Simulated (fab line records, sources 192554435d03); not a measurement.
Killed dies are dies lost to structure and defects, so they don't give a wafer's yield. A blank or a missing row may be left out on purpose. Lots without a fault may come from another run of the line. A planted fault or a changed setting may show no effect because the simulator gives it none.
fab line records | flow n5_finfet
record lots=5 wafers=14 last_day=17
route steps=1938 shown BEOL_M9@1434 PASSIVATION@1936
lots that met no fault: from a run of the same line without faults
start_h: hours from the record's first day to the start of the lot's first wafer shown | wait_h: hours since the lot's step before | " the same as in the row above | L1.1+2: a row that stands for several wafers | - no value, or no start given | * or withheld: withheld | < > ~ a bound
route shown NAME@n: a module of which the file shows steps, and the number in the route of the first | usual: mean/standard deviation of fault-free wafers | same: alike in all rows | chamber/n: place in a boat | sites: the reading at each site | _std_site: their standard deviation | _edge_site: outer sites' mean less inner sites' | radius_mm: how far each site lies from the wafer's centre | mask NAME#n: copy n | behind: the tool/chamber that last shaped the wafer | hold: why the lot was held/for how many hours/how that ended | device: the transistor (n, p or np) that didn't switch | end of line: the same wafers' tests at the end of the route | a step without rows: its recipe alone | killed: dies lost to structure and defects at the first sort, not the wafer's yield | map: a wafer's dies, x killed, . not, _ none there
set.NAME: the setting as run; set.NAME@STEP: as run at that earlier step | model.NAME: the simulator's own value behind a step, which no gauge read
lots at some steps of the route; a table a step, a row a wafer
services: from which hour (start_h, from the record's first day; less than 0 if before it) a tool's chamber was out of use, for how many hours, and why
## steps
# step N5_BEOL_M9_CD_MEAS_28
# recipe target_cd_nm=70 landing_energy_ev=500 detector=se_inlens polarity=opening
# usual cd_nm=69.95/0.28
# columns lot.wafer tool chamber start_h wait_h cd_nm
L599.1 cd_sem-01 0 254.80 - 69.30
L599.5 " 0 " " 69.70
L599.6 " 0 " " 70.08
L603.2 cd_sem-02 0 278.27 - 70.43
L603.5 " 0 " " 69.95
L608.2 cd_sem-02 0 320.72 - 70.29
L608.3 " 0 " " 70.10
L608.6 " 0 " " 70.03
L613.2 cd_sem-03 0 350.27 - 69.83
L613.3 " 0 " " 70.28
L613.5 " 0 " " 70.30
L612.2 cd_sem-02 0 350.73 - 69.84
L612.4 " 0 " " 69.70
L612.5 " 0 " " 69.88
# step N5_BEOL_M9_OVL_MEAS_29
# recipe points_per_wafer=522
# usual V8_OVL=0.2/0.62
# columns lot.wafer tool chamber start_h wait_h V8_OVL[nm]
L599.1 overlay-02 0 254.83 0.0 0.5
L599.5 " 0 " " -0.2
L599.6 " 0 " " 0.3
L603.2 overlay-01 0 278.30 0.0 0.5
L603.5 " 0 " " 1.1
L608.2 overlay-01 0 320.76 0.0 -0.2
L608.3 " 0 " " -0.4
L608.6 " 0 " " -0.2
L613.2 overlay-02 0 350.31 0.0 1.1
L613.3 " 0 " " -0.1
L613.5 " 0 " " 0.3
L612.2 overlay-02 0 350.77 0.0 0.9
L612.4 " 0 " " 0.3
L612.5 " 0 " " 0.2
# step N5_BEOL_M9_INSPECT_30
# recipe mode=adi inspect_instrument=brightfield
# usual raw_defect_count=452/120
# columns lot.wafer tool chamber start_h wait_h raw_defect_count
L599.1 defect_inspect-01 - 254.89 0.1 532
L599.5 " - " " 305
L599.6 " - " " 332
L603.2 defect_inspect-01 - 278.36 0.0 356
L603.5 " - " " 354
L608.2 defect_inspect-01 - 320.81 0.0 241
L608.3 " - " " 237
L608.6 " - " " 401
L613.2 defect_inspect-02 - 350.36 0.0 637
L613.3 " - " " 493
L613.5 " - " " 505
L612.2 defect_inspect-02 - 350.82 0.0 409
L612.4 " - " " 659
L612.5 " - " " 469
# step N5_BEOL_M9_DESCUM_33
# recipe chemistry=O2 time_s=7 source_power_w=50 bias_power_w=20 pressure_mtorr=20 rf_frequency_hz=2.712e+07 temp_c=40 resist=CAR-EUV o2_flow_sccm=225
# usual drypump_motor_current_A=5.8/0.36 oes_product_au=0.81/0.09 rf_fwd_power_W=49.3/0.3 rf_vpp_V=243.6/1.3 showerhead_plenum_p_Torr=2.12/0.066 throttle_valve_pct=20.44/0.18
# columns lot.wafer tool chamber start_h wait_h drypump_motor_current_A oes_product_au rf_fwd_power_W rf_hours_counter_h rf_vpp_V showerhead_plenum_p_Torr throttle_valve_pct
L599.1 rie_diel-01 1 254.92 0.0 5.8 0.93 49.6 10 242.1 2.16 20.54
L599.5 " 2 " " 5.8 0.95 49.2 - 244.7 2.22 20.29
L599.6 " 1 " " 5.8 0.93 49.6 - 243.5 2.16 20.52
L603.2 rie_diel-01 1 278.54 0.2 5.8 0.89 49.7 19 244.1 2.16 20.53
L603.5 " 2 " " 5.9 0.93 49.0 - 244.9 2.22 20.27
L608.2 rie_diel-05 3 320.84 0.0 5.7 0.90 49.0 18 245.4 2.14 20.38
L608.3 " 1 " " 6.0 0.73 49.5 180 243.0 2.07 20.45
L608.6 " 3 " " 5.8 0.91 49.0 - 243.2 2.14 20.38
L613.2 rie_diel-02 2 350.40 0.0 6.2 0.94 49.8 5 243.5 2.05 20.00
L613.3 " 0 " " 5.5 0.72 49.1 214 243.8 2.15 20.92
L613.5 " 1 " " 5.7 0.85 49.6 - 243.1 2.11 20.16
L612.2 rie_diel-05 3 350.85 0.0 5.8 0.88 49.2 30 243.2 2.14 20.39
L612.4 " 2 " " 5.0 0.70 48.7 228 241.4 1.99 20.43
L612.5 " 2 " " 5.0 0.70 49.2 - 240.5 1.99 20.43
# step N5_BEOL_M9_ETCH_76
# recipe chemistry=N2/H2 target=underlayer target_depth_a=65 mask_material=CAR-EUV time_s=5.2 ion_energy_ev=200 pressure_mtorr=30 source_w=840 bias_w=150 n2_flow_sccm=200 h2_flow_sccm=200 ends=cleared
# usual bias_w=150.0/0.47 drypump_motor_current_A=5.8/0.36 etch_rf_on_time_s=5.19/0.11 oes_product_au=0.69/0.074 rf_fwd_power_W=819.5/2.6 rf_vpp_V=525.0/2.7 showerhead_plenum_p_Torr=2.57/0.08 throttle_valve_pct=17.84/0.22
# columns lot.wafer tool chamber start_h wait_h bias_w drypump_motor_current_A etch_rf_on_time_s oes_product_au rf_fwd_power_W rf_hours_counter_h rf_vpp_V showerhead_plenum_p_Torr throttle_valve_pct
L599.1 rie_diel-01 1 254.95 0.0 149.4 5.8 5.24 0.78 815.4 10 524.7 2.62 17.89
L599.5 " 2 " " 149.9 5.8 5.07 0.80 819.9 - 527.8 2.68 17.51
L599.6 " 1 " " 150.3 5.8 5.27 0.78 818.4 - 526.0 2.62 17.88
L603.2 rie_diel-01 1 278.57 0.0 150.8 5.8 5.30 0.76 817.2 19 525.5 2.61 17.91
L603.5 " 2 " " 149.4 5.8 5.10 0.79 820.3 - 526.0 2.68 17.57
L608.2 rie_diel-05 3 320.88 0.0 149.1 5.8 5.17 0.77 825.2 18 525.0 2.58 17.67
L608.3 " 1 " " 149.5 6.0 5.17 0.63 823.0 180 523.7 2.52 17.84
L608.6 " 3 " " 150.2 5.8 5.15 0.78 823.4 - 524.7 2.59 17.68
L613.2 rie_diel-02 2 350.43 0.0 150.3 6.2 5.24 0.79 817.4 5 522.7 2.51 17.51
L613.3 " 0 " " 149.8 5.5 5.36 0.60 813.9 214 527.8 2.62 18.37
L613.5 " 1 " " 150.5 5.7 5.11 0.73 815.1 - 524.8 2.58 17.70
L612.2 rie_diel-05 3 350.89 0.0 150.7 5.8 5.18 0.75 815.6 30 525.3 2.58 17.69
L612.4 " 2 " " 149.9 5.0 5.06 0.61 821.8 228 518.9 2.39 17.72
L612.5 " 2 " " 149.9 5.1 5.08 0.61 822.5 - 519.8 2.39 17.74
# step N5_BEOL_M9_ETCH_65
# recipe chemistry=CF4 target=SiARC target_depth_a=156 mask_material=CAR-EUV time_s=26 ion_energy_ev=80 pressure_mtorr=40 source_w=545 bias_w=36 Ar_flow_sccm=100 cf4_flow_sccm=100 ends=cleared
# step N5_BEOL_M9_ETCH_66
# recipe chemistry=N2/H2 target=SOC target_depth_a=800 overetch_a=160 mask_material=SiARC temp_c=40 time_s=120 ion_energy_ev=200 pressure_mtorr=30 source_w=840 bias_w=150 n2_flow_sccm=200 h2_flow_sccm=200
# step N5_BEOL_M9_STRIP_69
# recipe chemistry=N2/H2 temp_c=40 n2_flow_sccm=200 h2_flow_sccm=200 rf_frequency_hz=6e+07
# step N5_BEOL_M9_STRIP_77
# recipe chemistry=N2/H2 temp_c=40 n2_flow_sccm=200 h2_flow_sccm=200 rf_frequency_hz=6e+07
# step N5_BEOL_M9_VIA_ETCH_34
# recipe chemistry=C4F6/O2 target=SiCOH_lowk target_depth_a=1824 mask_material=SOC taper_deg=4 time_s=68.4 ion_energy_ev=250 pressure_mtorr=30 source_w=345 bias_w=185 Ar_flow_sccm=300 C4F6_flow_sccm=10 O2_flow_sccm=10
# usual C4F6_flow_sccm=10.00/0.034 bias_w=184.9/0.55 drypump_motor_current_A=5.8/0.36 oes_product_au=0.81/0.088 rf_fwd_power_W=342.0/1.5 rf_vpp_V=669/13 showerhead_plenum_p_Torr=2.88/0.078 throttle_valve_pct=20.93/0.18
# columns lot.wafer tool chamber start_h wait_h C4F6_flow_sccm bias_w drypump_motor_current_A oes_product_au rf_fwd_power_W rf_hours_counter_h rf_vpp_V showerhead_plenum_p_Torr throttle_valve_pct
L599.1 rie_diel-01 1 255.10 0.0 10.08 184.0 5.8 0.92 343.8 11 639 2.93 21.02
L599.5 " 2 " " 9.93 185.7 5.8 0.95 341.8 - 669 3.00 20.71
L599.6 " 1 " " 10.05 185.1 5.8 0.92 344.7 - 640 2.93 20.99
L603.2 rie_diel-01 1 278.72 0.0 10.02 185.0 5.8 0.90 342.7 19 638 2.92 21.00
L603.5 " 2 " " 10.03 184.5 5.9 0.93 339.8 - 668 3.00 20.72
L608.2 rie_diel-05 3 321.02 0.0 9.96 185.7 5.7 0.91 339.8 19 676 2.89 20.78
L608.3 " 1 " " 10.01 184.3 6.0 0.72 342.7 180 684 2.82 20.89
L608.6 " 3 " " 9.98 185.4 5.8 0.91 339.8 - 676 2.89 20.77
L613.2 rie_diel-02 2 350.58 0.0 9.96 184.4 6.2 0.93 341.8 5 667 2.79 20.45
L613.3 " 0 " " 10.05 185.0 5.5 0.71 340.7 214 671 2.91 21.32
L613.5 " 1 " " 9.96 185.0 5.7 0.85 341.2 - 674 2.91 20.86
L612.2 rie_diel-05 3 351.03 0.0 10.03 184.5 5.8 0.89 341.6 30 675 2.89 20.80
L612.4 " 2 " " 10.02 185.8 5.0 0.70 339.6 228 665 2.72 20.94
L612.5 " 2 " " 9.99 184.6 5.0 0.71 340.3 - 666 2.72 20.94
# step N5_BEOL_M9_STRIP_73
# recipe chemistry=C4F6/O2 resist=SiARC rf_frequency_hz=6e+07
# step N5_BEOL_M9_STRIP_36
# recipe chemistry=N2/H2 power_w=450 temp_c=40 pressure_mtorr=20 rf_frequency_hz=6e+07 overash_fraction=0.3 bias_power_w=7 h2_frac=0.5 n2_flow_sccm=200 h2_flow_sccm=200
# usual drypump_motor_current_A=5.8/0.36 oes_product_au=0.81/0.089 rf_vpp_V=59.4/1.5 showerhead_plenum_p_Torr=2.57/0.08 throttle_valve_pct=23.60/0.26
# columns lot.wafer tool chamber start_h wait_h drypump_motor_current_A oes_product_au rf_hours_counter_h rf_vpp_V showerhead_plenum_p_Torr throttle_valve_pct
L599.1 rie_diel-01 1 255.16 0.0 5.8 0.93 11 56.9 2.61 23.75
L599.5 " 2 " " 5.9 0.95 - 61.0 2.68 23.17
L599.6 " 1 " " 5.8 0.92 - 57.4 2.61 23.72
L603.2 rie_diel-01 1 278.78 0.0 5.8 0.89 19 58.8 2.61 23.74
L603.5 " 2 " " 5.8 0.93 - 59.8 2.68 23.19
L608.2 rie_diel-05 3 321.09 0.0 5.8 0.91 19 60.6 2.58 23.43
L608.3 " 1 " " 6.1 0.72 180 58.8 2.51 23.49
L608.6 " 3 " " 5.8 0.91 - 59.6 2.58 23.43
L613.2 rie_diel-02 2 350.64 0.0 6.2 0.94 5 60.6 2.51 23.36
L613.3 " 0 " " 5.5 0.71 214 59.3 2.62 24.12
L613.5 " 1 " " 5.7 0.85 - 59.5 2.57 23.56
L612.2 rie_diel-05 3 351.09 0.0 5.8 0.88 30 58.7 2.58 23.46
L612.4 " 2 " " 5.1 0.70 228 59.1 2.39 23.38
L612.5 " 2 " " 5.0 0.70 - 60.6 2.39 23.40
# step N5_BEOL_M9_TRENCH_ETCH_37
# recipe chemistry=C4F6/O2 target_depth_a=1514.3 target=SiCOH_lowk time_s=49 ion_energy_ev=250 pressure_mtorr=30 source_w=345 bias_w=185 Ar_flow_sccm=300 C4F6_flow_sccm=10 O2_flow_sccm=10
# usual C4F6_flow_sccm=10.00/0.031 bias_w=185.0/0.56 drypump_motor_current_A=5.8/0.36 oes_product_au=0.81/0.088 rf_fwd_power_W=341.2/1.5 rf_vpp_V=669/13 showerhead_plenum_p_Torr=2.88/0.078 throttle_valve_pct=20.96/0.18
# columns lot.wafer tool chamber start_h wait_h C4F6_flow_sccm bias_w drypump_motor_current_A oes_product_au rf_fwd_power_W rf_hours_counter_h rf_vpp_V showerhead_plenum_p_Torr throttle_valve_pct
L599.1 rie_diel-01 1 255.20 - 10.02 185.3 5.8 0.92 341.7 11 640 2.93 21.02
L599.5 " 2 " " 9.99 185.3 5.9 0.94 341.2 - 670 3.00 20.71
L599.6 " 1 " " 10.03 185.4 5.8 0.91 343.1 - 639 2.93 21.02
L603.2 rie_diel-01 1 278.82 - 10.00 195.8 5.8 0.91 341.6 19 669 2.92 21.05
L603.5 " 2 " " 9.97 183.9 5.8 0.92 341.5 - 669 3.00 20.75
L608.2 rie_diel-05 3 321.13 - 9.99 185.6 5.8 0.91 339.0 19 675 2.89 20.81
L608.3 " 1 " " 10.00 185.6 6.0 0.73 341.7 180 685 2.82 20.94
L608.6 " 3 " " 9.97 185.1 5.8 0.91 339.6 - 674 2.89 20.81
L613.2 rie_diel-02 2 350.68 - 9.94 185.4 6.2 0.94 341.3 5 667 2.79 20.49
L613.3 " 0 " " 10.03 185.1 5.5 0.70 340.3 214 669 2.91 21.36
L613.5 " 1 " " 10.01 184.1 5.7 0.84 341.1 - 675 2.91 20.90
L612.2 rie_diel-05 3 351.13 - 10.03 185.3 5.8 0.88 339.2 30 675 2.89 20.81
L612.4 " 2 " " 10.01 184.0 5.1 0.71 340.0 228 665 2.72 20.98
L612.5 " 2 " " 10.02 184.6 5.0 0.70 339.1 - 664 2.72 20.98
# step N5_BEOL_M9_ETCH_41
# recipe chemistry=CH3F/O2 target=SiCN target_depth_a=366 taper_deg=2 time_s=70.1 ion_energy_ev=120 mask_material=TiN pressure_mtorr=30 source_w=395 bias_w=75 Ar_flow_sccm=150 CH3F_flow_sccm=30 O2_flow_sccm=20
# usual bias_w=75.00/0.21 drypump_motor_current_A=5.8/0.36 oes_product_au=0.81/0.087 rf_fwd_power_W=391.5/1.8 rf_vpp_V=297.9/1.4 showerhead_plenum_p_Torr=2.03/0.058 throttle_valve_pct=16.34/0.19
# columns lot.wafer tool chamber start_h wait_h bias_w drypump_motor_current_A oes_product_au rf_fwd_power_W rf_hours_counter_h rf_vpp_V showerhead_plenum_p_Torr throttle_valve_pct
L599.1 rie_diel-01 1 - - 74.83 5.8 0.92 392.4 11 299.6 2.06 16.33
L599.5 " 2 " " 74.95 5.9 0.95 391.7 - 299.7 2.11 16.09
L599.6 " 1 " " 75.09 5.8 0.93 393.4 - 298.1 2.06 16.31
L603.2 rie_diel-01 1 - - 75.14 5.8 0.89 394.2 19 298.6 2.06 16.33
L603.5 " 2 " " 74.72 5.8 0.93 389.0 - 299.4 2.11 16.11
L608.2 rie_diel-05 3 - - 75.14 5.8 0.90 391.0 19 297.6 2.04 16.16
L608.3 " 1 " " 75.14 6.0 0.72 392.9 180 296.2 1.98 16.39
L608.6 " 3 " " 74.86 5.8 0.91 391.7 - 296.9 2.04 16.18
L613.2 rie_diel-02 2 - - 74.79 6.2 0.95 392.1 5 297.0 1.96 15.86
L613.3 " 0 " " 75.16 5.4 0.71 390.6 214 297.3 2.05 16.80
L613.5 " 1 " " 75.14 5.7 0.84 390.3 - 298.4 2.04 16.19
L612.2 rie_diel-05 3 - - 75.29 5.7 0.88 389.8 30 298.5 2.03 16.20
L612.4 " 2 " " 74.78 5.0 0.70 389.5 228 295.1 1.91 16.38
L612.5 " 2 " " 75.16 5.0 0.70 388.5 - 293.6 1.91 16.39
# step N5_PASSIVATION_PROBE_49
# usual defect_limited_yield=91.2/1.4 killed_at_M0_to_M3=34/9.4 killed_at_M4_up=14/5.6 killed_at_contacts=13/7.8 killed_at_front_end=37/10 killed_at_other=4/3.3 killed_dies=103/17 killed_open=68/13 killed_short=33/8.2 sort_bin_5_function=5.1/0.92 sort_bin_6_memory=3.3/0.71 sort_n_pass=1077/17 sort_yield_pct=91.2/1.4
# same gross_dies=1180 killed_at_back_side=0 sort_bin_4_leakage[%]=0 sort_bin_8_speed[%]=0
# columns lot.wafer tool chamber start_h wait_h defect_limited_yield[%] killed_at_M0_to_M3 killed_at_M4_up killed_at_contacts killed_at_front_end killed_at_other killed_dies killed_open killed_short sort_bin_5_function[%] sort_bin_6_memory[%] sort_n_pass sort_yield_pct[%]
L612.4 prober-02 - 416.98 0.2 92.9 29 7 5 43 0 84 45 36 4.3 2.2 1096 92.9
L612.5 prober-02 - 417.03 0.2 91.9 25 8 6 46 11 96 55 41 5.5 2.5 1084 91.9
# killed by level:class
L612.4 FIN_SAQP:geometric_particle:short=11 FIN_SAQP:geometric_particle:open=8 STI_FIN_REVEAL:geometric_particle:open=8 BEOL_M0_SAQP:geometric_particle:short=6 BEOL_M0_SAQP:geometric_particle:open=6 BEOL_M3:geometric_particle:open=4 BEOL_M4:geometric_particle:open=4 STARTING-WAFER:geometric_particle:short=4
L612.5 FIN_SAQP:geometric_particle:short=10 STI_FIN_REVEAL:geometric_particle:open=10 GATE_CUT:geometric_particle:short=8 BEOL_M2:geometric_particle:open=8 FIN_SAQP:geometric_particle:open=6 DUMMY_GATE:geometric_particle:open=5 BEOL_M3:geometric_particle:open=5 MOL_CONTACT_COAG:geometric_particle:open=4
## services
# columns tool chamber start_h hours kind
rie_diel-05 3 237.47 - clean
rie_diel-05 3 237.47 - consumable_replace:focus_ring
rie_diel-05 3 237.47 25.4 scheduled_down
rie_diel-05 3 237.47 25.4 vent_cycle
rie_diel-01 3 252.29 4.1 repair
rie_diel-02 - 263.90 1.7 repair
rie_diel-05 0 306.85 - clean
rie_diel-05 0 306.85 - consumable_replace:focus_ring
rie_diel-05 0 306.85 23.4 scheduled_down
rie_diel-05 0 306.85 23.4 vent_cycle
rie_diel-01 0 309.55 5.6 repair
rie_diel-02 2 313.40 - clean
rie_diel-02 2 313.40 - consumable_replace:focus_ring
rie_diel-02 2 313.40 18.2 scheduled_down
rie_diel-02 2 313.40 18.2 vent_cycle
rie_diel-01 - 320.61 2.8 pm
## key
first_sign step=N5_BEOL_M9_TRENCH_ETCH_37 reading=bias_w direction=up sigmas=20 usual=* struck=*
effect none on later readings
met_at N5_BEOL_M9_TRENCH_ETCH_37
struck_wafers L603.2
onset_between 255.20 278.82
fault kind=process_parameter_drift tool=rie_diel-01 chamber=1 onset_h=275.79 steps=N5_BEOL_M9_TRENCH_ETCH_37 channel=bias_w offset=* shape=step acts_in=* stated=*
